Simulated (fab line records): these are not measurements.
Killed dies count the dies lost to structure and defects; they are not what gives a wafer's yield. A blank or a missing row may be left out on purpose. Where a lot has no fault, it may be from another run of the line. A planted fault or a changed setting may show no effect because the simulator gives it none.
Chamber matching -- flow nand harc -- rie diel-07 running NHARC_A_STAIRCASE_TRIM_220: 4 sister chambers
The step chemistry O2, time 211.2 s. 22 wafers are shown with their chamber, then 11 later ones without.

== WAFERS PAIRED WITH THEIR CHAMBERS ==
wafer,chamber,drypump motor current A (A),showerhead plenum p Torr (Torr),oes product au (a.u.)
L074.1,1,5.9,3.49,0.989
L074.2,0,6.3,3.39,0.979
L074.5,3,5.0,3.65,0.998
L075.2,0,6.3,3.39,0.992
L075.4,3,4.9,3.65,1.002
L075.5,3,4.9,3.65,1.004
L076.3,2,6.2,3.67,0.988
L076.4,3,4.9,3.64,0.987
L076.5,0,6.3,3.39,0.985
L079.1,0,6.3,3.38,0.983
L079.3,2,6.1,3.66,0.993
L079.4,1,5.9,3.48,0.984
L081.1,2,6.2,3.66,0.986
L081.2,1,5.9,3.48,0.984
L081.3,3,4.9,3.64,0.993
L085.4,2,6.2,3.65,0.988
L085.5,1,5.9,3.47,1.000
L085.6,2,6.2,3.65,0.995
L088.1,0,6.3,3.37,0.991
L088.4,2,6.2,3.65,0.997
L088.5,1,5.9,3.47,0.992
L092.1,3,4.9,3.62,0.983

SIGNATURES, as means of the wafers listed above
reading,chamber 0,chamber 1,chamber 2,chamber 3,scatter within a chamber
drypump motor current A,6.300,5.900,6.183,4.917,0.0304
showerhead plenum p Torr,3.3840,3.4780,3.6567,3.6417,0.00948
oes product au,0.98600,0.98980,0.99117,0.99450,0.00643
Rule: a wafer's distance from a chamber is the root of the sum, over the readings, of the square of ((its reading less the chamber's mean) divided by the reading's scatter). If the next closest chamber is less than 2 further off than the closest, the wafer can't be placed; otherwise it belongs to the closest. The scatter: take each reading less its chamber's mean, square it, sum over the shown wafers, divide by the number of wafers less the number of chambers, and take the root.

== WAFERS WITHOUT THEIR CHAMBER ==
wafer,drypump motor current A (A),showerhead plenum p Torr (Torr),oes product au (a.u.)
L092.3,6.1,3.64,0.994
L092.6,6.1,3.64,0.985
L094.1,4.9,3.61,0.994
L094.2,5.9,3.46,1.000
L094.5,5.9,3.46,0.987
L095.2,4.9,3.61,0.998
L095.3,5.9,3.46,0.993
L095.5,6.2,3.64,1.002
L096.3,6.3,3.35,0.998
L096.5,6.2,3.63,1.000
L096.6,4.9,3.60,0.991

== CHAMBER TAKEN BY EACH ==
wafer,from the rows above,in truth
L092.3,2,2
L092.6,2,2
L094.1,3,3
L094.2,1,1
L094.5,1,1
L095.2,3,3
L095.3,1,1
L095.5,2,2
L096.3,0,0
L096.5,2,2
L096.6,3,3
11 of 11 placed correctly. Left unplaced by these rows: 0. Wrongly placed: 0.
